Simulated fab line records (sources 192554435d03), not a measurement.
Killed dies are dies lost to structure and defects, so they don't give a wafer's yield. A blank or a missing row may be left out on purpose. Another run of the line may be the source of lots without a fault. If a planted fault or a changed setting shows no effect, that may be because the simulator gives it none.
Matching of chambers | flow n5_finfet | 3 sister chambers for N5_BEOL_M2_DEP_57 on pecvd-01
The step deposits SiCN from 3MS/NH3, target thk 8 nm, time 14 s. 3 wafers are shown with their chamber, then 8 later ones without.

## EACH WAFER AND ITS CHAMBER
wafer  | chamber | showerhead_plenum_p_Torr (Torr)
L082.4 | 0       | 3.656
L082.6 | 1       | 3.648
L092.1 | 2       | 3.682

## WAFERS WITHOUT THEIR CHAMBER
wafer  | showerhead_plenum_p_Torr (Torr)
L092.2 | 3.663
L092.5 | 3.657
L094.2 | 3.659
L094.3 | 3.674
L094.6 | 3.662
L097.2 | 3.663
L097.3 | 3.668
L097.6 | 3.647

## WHICH CHAMBER EACH WENT THROUGH
wafer  | from the rows above          | in truth
L092.2 | can't be placed: 0 or 1 or 2 | 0
L092.5 | can't be placed: 0 or 1      | 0
L094.2 | can't be placed: 0 or 1      | 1
L094.3 | can't be placed: 2 or 0      | 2
L094.6 | can't be placed: 0 or 1      | 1
L097.2 | can't be placed: 0 or 1 or 2 | 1
L097.3 | can't be placed: 0 or 2 or 1 | 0
L097.6 | can't be placed: 1 or 0      | 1
Correct placement for 0 of the 8. These rows do not allow placing 8 (true chamber among the candidates in 8). Wrongly placed: 0.
How it was worked out, from the rows above alone: a wafer's distance from a chamber is the root of the sum, over the readings, of the square of ((its reading less the chamber's mean) divided by the reading's scatter). The wafer belongs to the nearest chamber; if the next one is less than 2 further off, it can't be placed. A chamber's mean is the mean of its shown wafers. The scatter (one wafer shown for each chamber): square how far every hidden wafer sits from the nearest shown wafer, average those squares and take the square root.
